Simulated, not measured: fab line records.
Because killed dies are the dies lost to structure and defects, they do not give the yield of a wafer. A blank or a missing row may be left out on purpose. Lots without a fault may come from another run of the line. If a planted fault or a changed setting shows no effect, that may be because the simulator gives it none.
fab line records | flow n5-finfet
[record] lots = 3 | wafers = 9 | last-day = 16
route steps=1938 shown PMOS_HMC_CHANNEL_EPI@71 FIN_SAQP@90 FIN_CUT@165 BEOL_M4@1111 PASSIVATION@1936
lots that met no fault: from a run of the same line without faults
start-h: hours from the record's first day to the start of the lot's first wafer shown | wait-h: hours elapsed since this lot's preceding step | " unchanged from the row above | L1.1+2: one row covering several wafers at once | - either no value or no given start | * or withheld: withheld | < > ~ a bound
route shown NAME@n: a module of which the file shows steps, and the number in the route of the first | usual: mean/standard deviation taken from wafers without a fault | same: alike in all rows | chamber/n: place in a boat | sites: readings site by site | _std_site: how widely they spread, as a standard deviation | _edge_site: inner sites' mean taken away from outer sites' mean | radius-mm: for every site, how far away it sits from the centre of the wafer | mask NAME#n: copy n | behind: the tool/chamber that last shaped the wafer | hold: why the lot was held/for how many hours/how that ended | device: which transistor (n, p or np) failed to switch | end of line: tests run on the same wafers once the route is complete | a step given without rows: its recipe and nothing more | killed: dies lost to structure and defects at the first sort, not the wafer's yield | map: a wafer's dies, x killed, . not, _ none there
set.NAME: the setting as run; set.NAME@STEP: as run at that earlier step | model.NAME: the simulator's own value behind a step, which no gauge read
certain route steps with their lots: each step a table, each wafer a row
[[steps]]
[step N5_PMOS_HMC_CHANNEL_EPI_STRIP_33]
[recipe] chemistry = N2/H2 | power-w = 500 | temp-c = 40 | pressure-mtorr = 50 | rf-frequency-hz = 6e+07 | overash-fraction = 0.3 | bias-power-w = 8 | h2-frac = 0.5 | n2-flow-sccm = 300 | h2-flow-sccm = 300
[step N5_PMOS_HMC_CHANNEL_EPI_STRIP_17]
[recipe] chemistry = SPM | time-s = 750 | temp-c = 130 | h2so4-h2o2-vol-ratio = 4 | dry = ipa-marangoni
[step N5_PMOS_HMC_CHANNEL_EPI_ETCH_38]
[recipe] chemistry = CF4 | target = SiO2 | target-depth-a = 15 | ion-energy-ev = 350 | pressure-mtorr = 10 | icp-w = 800 | bias-w = 400 | cf4-flow-sccm = 80
[step N5_PMOS_HMC_CHANNEL_EPI_FIN_RECESS_16]
[recipe] chemistry = HBr/Cl2 | target = Si | mask-material = SiO2 | target-depth-a = 540 | time-s = 18 | pressure-mtorr = 10 | icp-w = 800 | bias-w = 75 | HBr_flow_sccm = 150 | Cl2_flow_sccm = 80
[step N5_PMOS_HMC_CHANNEL_EPI_PRECLEAN_36]
[recipe] chemistry = O3/DIW | time-s = 45 | temp-c = 22 | o3-ppm = 10
[step N5_PMOS_HMC_CHANNEL_EPI_PRECLEAN_18]
[recipe] chemistry = DHF | time-s = 30 | temp-c = 25 | dilution = withheld
[step N5_PMOS_HMC_CHANNEL_EPI_SRD_19]
[recipe] dry = ipa-marangoni | do-ppb = 5 | time-s = 30 | temp-c = 23 | rinse-liquid = diw
[step N5_PMOS_HMC_CHANNEL_EPI_EPI_20]
[recipe] material = SiGe30 | mask-material = SiO2 | pressure-torr = 20 | target-thk-a = 590 | temp-c = 600
[step N5_PMOS_HMC_CHANNEL_EPI_HM_STRIP_35]
[recipe] chemistry = dHF | temp-c = 25 | material = SiO2 | target = SiO2 | target-depth-a = 396 | time-s = 216
[step N5_PMOS_HMC_CHANNEL_EPI_SRD_39]
[recipe] dry = ipa-marangoni | time-s = 30 | temp-c = 23 | rinse-liquid = diw
[step N5_PMOS_HMC_CHANNEL_EPI_CMP_21]
[recipe] material = SiGe30 | post-cmp-clean = alkaline-brush | target-thk-nm = 54
[step N5_PMOS_HMC_CHANNEL_EPI_PRECLEAN_40]
[recipe] chemistry = DHF | time-s = 30 | temp-c = 25 | dilution = withheld
lot.wafer  | tool         | chamber | start-h | wait-h
L103.2+3+5 | wet-bench-01 | 5,7,3   | 43.75   | 0.0
L112.1+2+4 | wet-bench-01 | 2,7,1   | 97.99   | 0.0
L116.1+2+5 | wet-bench-04 | 6,5,7   | 121.52  | 0.0
[step N5_PMOS_HMC_CHANNEL_EPI_PRECLEAN_37]
[recipe] chemistry = O3/DIW | time-s = 45 | temp-c = 22 | o3-ppm = 10
[step N5_PMOS_HMC_CHANNEL_EPI_PRECLEAN_24]
[recipe] chemistry = DHF | time-s = 30 | temp-c = 25 | dilution = withheld
[step N5_PMOS_HMC_CHANNEL_EPI_SRD_25]
[recipe] dry = ipa-marangoni | do-ppb = 5 | time-s = 30 | temp-c = 23 | rinse-liquid = diw
[step N5_PMOS_HMC_CHANNEL_EPI_EPI_26]
[recipe] material = Si | target-thk-a = 38 | temp-c = 650 | precursor = SiH4/H2 | pressure-torr = 20 | time-s = 22.7
[step N5_PMOS_HMC_CHANNEL_EPI_INSPECT_30]
[recipe] inspect-instrument = darkfield | mode = post-epi
[usual] raw-defect-count = 20/7.5
lot.wafer | tool              | chamber | start-h | wait-h | raw-defect-count
L103.2    | defect-inspect-02 | -       | 44.44   | 0.0    | 26
L103.3    | "                 | -       | "       | "      | 22
L103.5    | "                 | -       | "       | "      | 16
L112.1    | defect-inspect-01 | -       | 98.44   | 0.0    | 10
L112.2    | "                 | -       | "       | "      | 492
L112.4    | "                 | -       | "       | "      | 19
L116.1    | defect-inspect-01 | -       | 121.97  | 0.0    | 27
L116.2    | "                 | -       | "       | "      | 17
L116.5    | "                 | -       | "       | "      | 9
[step N5_FIN_SAQP_PRECLEAN_42]
[recipe] chemistry = O3/DIW | time-s = 60 | temp-c = 22 | o3-ppm = 10
[step N5_FIN_SAQP_PRECLEAN_00]
[recipe] chemistry = SC1 | time-s = 60 | temp-c = 55 | mix = 1:2:50
[step N5_FIN_SAQP_PRECLEAN_44]
[recipe] chemistry = SC2 | time-s = 45 | temp-c = 35 | mix = 1:1:50
[step N5_FIN_SAQP_SRD_01]
[recipe] dry = ipa-marangoni | time-s = 30 | temp-c = 23 | rinse-liquid = diw
[step N5_FIN_SAQP_ALD_61]
[recipe] material = SiO2 | target-thk-a = 40 | temp-c = 300 | ald-precursor-family = BDEAS | ald-co-reactant = O2-plasma | pulse-time-s = 1 | purge-time-s = 2 | co-reactant-purge-time-s = 2 | ald-cycles = 43 | pressure-torr = 2
[step N5_FIN_SAQP_DENSIFY_62]
[recipe] temp-c = 700 | time-s = 60 | ambient = N2 | idle-temp-c = 600 | ramp-up-c-per-s = 150 | ramp-down-c-per-s = 60 | cool-to-c = 600
[step N5_FIN_SAQP_HM_DEP_03]
[recipe] material = SiNx | target-thk-a = 380 | temp-c = 400 | precursor = SiH4/NH3/N2 | pressure-torr = 1.5 | rf-w = 300 | time-s = 33.6
[step N5_FIN_SAQP_PECVD_47]
[recipe] material = a-Si | target-thk-a = 450 | temp-c = 400 | precursor = SiH4/He | pressure-torr = 3 | rf-w = 100 | time-s = 36.3
[step N5_FIN_SAQP_PECVD_48]
[recipe] material = SiNx | target-thk-a = 250 | temp-c = 400 | precursor = SiH4/NH3/N2 | pressure-torr = 1.5 | rf-w = 300 | time-s = 22.1
[step N5_FIN_SAQP_PECVD_06]
[recipe] material = a-Si | target-thk-a = 600 | temp-c = 400 | precursor = SiH4/He | pressure-torr = 3 | rf-w = 100 | time-s = 48.1
[step N5_FIN_SAQP_HM_DEP_72]
[recipe] material = SiO2 | target-thk-a = 120 | temp-c = 400 | precursor = SiH4/N2O | pressure-torr = 0.75 | rf-w = 275 | time-s = 7.2
[step N5_FIN_SAQP_COAT_49]
[recipe] resist = SOC | temp-c = 250 | time-s = 60 | spin-rpm = 1500 | resist-thk-nm = 100
[step N5_FIN_SAQP_COAT_50]
[recipe] resist = SiARC | temp-c = 220 | time-s = 60 | spin-rpm = 1500 | resist-thk-nm = 35
[step N5_FIN_SAQP_COAT_10]
[recipe] resist = CAR-ArF | spin-rpm = 1500 | resist-thk-nm = 90
[step N5_FIN_SAQP_EBR_12]
[recipe] solvent = PGMEA | ebr-width-mm = 1.5
[step N5_FIN_SAQP_SOFTBAKE_11]
[recipe] temp-c = 110 | time-s = 60 | resist = CAR-ArF
[step N5_FIN_SAQP_EXPOSE_13]
[recipe] mask-id = FIN_CORE | na = 1.35 | source-shape = dipole | sigma-inner = 0.538 | sigma-outer = 0.738 | polarization = te | target-cd-nm = 35.6 | dose-mj = 63.25
[step N5_FIN_SAQP_PEB_14]
[recipe] peb-temp-c = withheld | peb-time-s = 60 | resist = CAR-ArF
[step N5_FIN_SAQP_DEVELOP_15]
[recipe] develop-time-s = 30 | developer = TMAH | resist = CAR-ArF | dev-temp-c = 23 | rinse-liquid = diw | dry = air-spin
[step N5_FIN_SAQP_INSPECT_18]
[recipe] mode = adi | inspect-instrument = brightfield
[usual] raw-defect-count = 427/110
lot.wafer | tool              | chamber | start-h | wait-h | raw-defect-count
L103.2    | defect-inspect-01 | -       | 45.83   | 0.0    | 394
L103.3    | "                 | -       | "       | "      | 319
L103.5    | "                 | -       | "       | "      | 461
L112.1    | defect-inspect-01 | -       | 101.55  | 0.0    | 823
L112.2    | "                 | -       | "       | "      | 1161
L112.4    | "                 | -       | "       | "      | 630
L116.1    | defect-inspect-02 | -       | 123.50  | 0.0    | 493
L116.2    | "                 | -       | "       | "      | 492
L116.5    | "                 | -       | "       | "      | 448
[step N5_FIN_SAQP_INSPECT_40]
[recipe] inspect-instrument = brightfield | mode = aei
[usual] raw-defect-count = 232/67
lot.wafer | tool              | chamber | start-h | wait-h | raw-defect-count
L103.2    | defect-inspect-01 | -       | 50.56   | 0.0    | 341
L103.3    | "                 | -       | "       | "      | 208
L103.5    | "                 | -       | "       | "      | 355
L112.1    | defect-inspect-02 | -       | 106.47  | 0.0    | 381
L112.2    | "                 | -       | "       | "      | 865
L112.4    | "                 | -       | "       | "      | 259
L116.1    | defect-inspect-01 | -       | 127.98  | 0.0    | 233
L116.2    | "                 | -       | "       | "      | 137
L116.5    | "                 | -       | "       | "      | 231
[step N5_FIN_CUT_INSPECT_10]
[recipe] mode = adi | inspect-instrument = brightfield
[usual] raw-defect-count = 42/12
lot.wafer | tool              | chamber | start-h | wait-h | raw-defect-count
L103.2    | defect-inspect-01 | -       | 51.07   | 0.0    | 60
L103.3    | "                 | -       | "       | "      | 42
L103.5    | "                 | -       | "       | "      | 56
L112.1    | defect-inspect-02 | -       | 106.87  | 0.1    | 76
L112.2    | "                 | -       | "       | "      | 544
L112.4    | "                 | -       | "       | "      | 44
L116.1    | defect-inspect-02 | -       | 128.37  | 0.1    | 44
L116.2    | "                 | -       | "       | "      | 28
L116.5    | "                 | -       | "       | "      | 45
[step N5_FIN_CUT_INSPECT_17]
[recipe] inspect-instrument = brightfield | mode = aei
[usual] raw-defect-count = 233/68
lot.wafer | tool              | chamber | start-h | wait-h | raw-defect-count
L103.2    | defect-inspect-01 | -       | 52.05   | 0.0    | 332
L103.3    | "                 | -       | "       | "      | 200
L103.5    | "                 | -       | "       | "      | 366
L112.1    | defect-inspect-01 | -       | 108.22  | 0.0    | 336
L112.2    | "                 | -       | "       | "      | 842
L112.4    | "                 | -       | "       | "      | 231
L116.1    | defect-inspect-02 | -       | 129.32  | 0.0    | 264
L116.2    | "                 | -       | "       | "      | 154
L116.5    | "                 | -       | "       | "      | 246
[step N5_BEOL_M4_RC_MEAS_101]
[usual] DIBL_N = 36.4/1.5 | DIBL_P = 36.4/1.6 | IOFF_N = 0.164/0.025 | IOFF_P = 0.214/0.028 | ION_N = 675/9.9 | ION_P = 463/6.5 | SS_N = 71.5/0.5 | SS_P = 73.3/0.56 | VT_N = 249.2/2.7 | VT_P = -250.1/2.8
lot.wafer | tool      | chamber | start-h | wait-h | DIBL_N[mV/V] | DIBL_P[mV/V] | IOFF_N[nA/um] | IOFF_P[nA/um] | ION_N[uA/um] | ION_P[uA/um] | SS_N[mV/dec] | SS_P[mV/dec] | VT_N[mV] | VT_P[mV]
L103.2    | prober-01 | 0       | 189.64  | 0.2    | 35.8         | 36.5         | 0.174         | 0.231         | 678          | 470          | 72.1         | 73.4         | 246.9    | -250.3
L103.3    | "         | 0       | "       | "      | 35.8         | 36.3         | 0.167         | 0.224         | 679          | 462          | 71.1         | 73.7         | 248.5    | -246.2
L103.5    | "         | 0       | "       | "      | 36.4         | 36.6         | 0.171         | 0.215         | 675          | 463          | 72.0         | 73.9         | 249.4    | -249.3
L112.1    | prober-01 | 0       | 244.25  | 0.2    | 32.9         | 34.8         | 0.122         | 0.178         | 669          | 458          | 70.7         | 72.4         | 251.5    | -250.4
L112.2    | "         | 0       | "       | "      | 34.5         | 37.4         | 0.146         | 0.209         | 678          | 469          | 71.4         | 73.6         | 251.8    | -251.0
L112.4    | "         | 0       | "       | "      | 32.8         | 34.1         | 0.117         | 0.167         | 658          | 452          | 71.4         | 72.6         | 252.9    | -254.3
L116.1    | prober-01 | 0       | 272.10  | 0.0    | 37.8         | 38.1         | 0.212         | 0.231         | 678          | 459          | 72.9         | 74.0         | 246.6    | -248.4
L116.2    | "         | 0       | "       | "      | 36.8         | 37.4         | 0.203         | 0.221         | 691          | 466          | 71.4         | 73.9         | 245.9    | -249.4
L116.5    | "         | 0       | "       | "      | 37.0         | 37.6         | 0.202         | 0.234         | 701          | 473          | 71.6         | 73.8         | 242.3    | -246.5
[step N5_PASSIVATION_PROBE_49]
[usual] defect-limited-yield = 91.1/1.4 | killed_at_M0_to_M3 = 35/8.7 | killed_at_M4_up = 14/5.3 | killed-at-contacts = 12/6.2 | killed-at-front-end = 41/12 | killed-at-other = 3.4/2.6 | killed-dies = 105/16 | killed-on-rim = 14/3.8 | killed-open = 67/13 | killed-short = 36/7.3 | sort_bin_5_function = 5.2/0.96 | sort_bin_6_memory = 3.3/0.6 | sort-n-pass = 1075/16 | sort-yield-pct = 91.1/1.4
[same] gross-dies = 1180 | killed-at-back-side = 0 | sort_bin_4_leakage[%] = 0 | sort_bin_8_speed[%] = 0
lot.wafer | tool      | chamber | start-h | wait-h | defect-limited-yield[%] | killed_at_M0_to_M3 | killed_at_M4_up | killed-at-contacts | killed-at-front-end | killed-at-other | killed-dies | killed-on-rim | killed-open | killed-short | sort_bin_5_function[%] | sort_bin_6_memory[%] | sort-n-pass | sort-yield-pct[%]
L112.2    | prober-02 | -       | 345.35  | 0.1    | 85.1                    | 32                 | 20              | 11                 | 109                 | 4               | 176         | 29            | 66          | 23           | 9.7                    | 3.3                  | 1004        | 85.1
// killed by level:class
L112.2 PMOS_HMC_CHANNEL_EPI:unspecified=84 BEOL_M4:geometric-particle:open=12 MOL_CONTACT_COAG:geometric-particle:open=10 BEOL_M0_SAQP:geometric-particle:short=9 BEOL_M0_SAQP:geometric-particle:open=7 FIN_SAQP:geometric-particle:open=6 BEOL_M2:geometric-particle:open=6 BEOL_M3:geometric-particle:open=6
// map L112.2 (x killed, . not)
_________________.......x.x..________________
______________..x.x...........x._____________
___________..xx.x......x..........x__________
__________..x.....x................._________
________.x............................_______
_______..........x....x....x......x....______
______.....x.............x.............._____
_____.x.........x...x....................____
____..............x.x..x.....x.......x....___
___.....x....x..................x..........__
___.........................x..............__
__.............x..xx....x..................._
__............x..x.........xx...x.......x..._
_..........x...........................xxxxx.
_........x..x.........................xxxxxxx
_.........x..xx....x...x.....x..x....x.xxxxxx
_.........................x..x.....x.xxxxxxxx
_..................................xxxxxxxxxx
_........x............x..x..x......xxxxxxxxxx
_x....x...x..x..........x..........xxxxxxxxxx
_..............x..........x.........xxxxxxxxx
__......x....x..x...................xxxxxxxx_
__....................................xxxxxx_
___.......................xx.........xx.xxx__
___.............x.....x.x.........x.....x.x__
____.........x............................___
_____.........x..............x...x.x.....____
______.................................._____
_______..........x..x..................______
________..................x..........._______
__________...........x.............._________
___________.......x...............x__________
______________..x...........x..._____________
_________________....x.....x.________________
// map L103.5 (x killed, . not)
_________________............________________
______________............x.x..x_____________
___________x.xx......x......x......__________
__________.x.........x..x..x..x....._________
________...x............x....x..x....x_______
_______....x......................x.x..______
______.....x..............x........x...._____
_____.....x......x.xx..........x...xx....____
____...x...x..x...........................___
___.......x................................__
___.x.........................x......x.....__
__x...x....................................._
__...........x.............x................_
_.......x.................x..x...x..x.......x
_x.......x..................x..x.............
_......x....x.........x...........xx.........
_......xxx.x.x.x......x....................x.
_.................x............x...x...x.....
_...x..x..x...............................x..
_..x...x..........x.................x.x....x.
_.x.....xx.........xxx...........x..x.....x..
__......x..x........x......................._
__..x......x.....x.........................._
___......x..............x..x........x......__
___..................x.xx....x.............__
____.......x...x.x.x....x.x..........x...x___
_____........x...................x.......____
______........x.......x................._____
_______.................x..............______
________..........x.....x.x..........._______
__________x.................x......._________
___________.x.............x....x...__________
______________......x.......x.x._____________
_________________........x...________________
[[key]]
[first-sign] step = N5_PMOS_HMC_CHANNEL_EPI_INSPECT_30 | reading = raw-defect-count | direction = up | sigmas = 63 | usual = 20 | struck = 492
[effect] step = N5_FIN_SAQP_INSPECT_18 | reading = raw-defect-count | direction = up | sigmas = 6.6 | usual = 427 | struck = 1161
[effect] step = N5_FIN_SAQP_INSPECT_40 | reading = raw-defect-count | direction = up | sigmas = 9.4 | usual = 232 | struck = 865
[effect] step = N5_FIN_CUT_INSPECT_10 | reading = raw-defect-count | direction = up | sigmas = 43 | usual = 42 | struck = 544
[effect] step = N5_FIN_CUT_INSPECT_17 | reading = raw-defect-count | direction = up | sigmas = 9 | usual = 233 | struck = 842
[effect] step = N5_PASSIVATION_PROBE_49 | reading = killed-at-front-end | direction = up | sigmas = 5.7 | usual = 41 | struck = 109
[more-kills-born-at] N5_PMOS_HMC_CHANNEL_EPI_PRECLEAN_40@wet-bench-01 = 84
met-at N5_PMOS_HMC_CHANNEL_EPI_PRECLEAN_40
struck-wafers L112.2
onset-between 43.75 97.99
[fault] kind = chamber-particle-source | tool = wet-bench-01 | chamber = 7 | onset-h = 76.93 | steps = N5_PMOS_HMC_CHANNEL_EPI_PRECLEAN_40 | rate-per-visit-cm2 = 0.78765 | end-h = 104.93
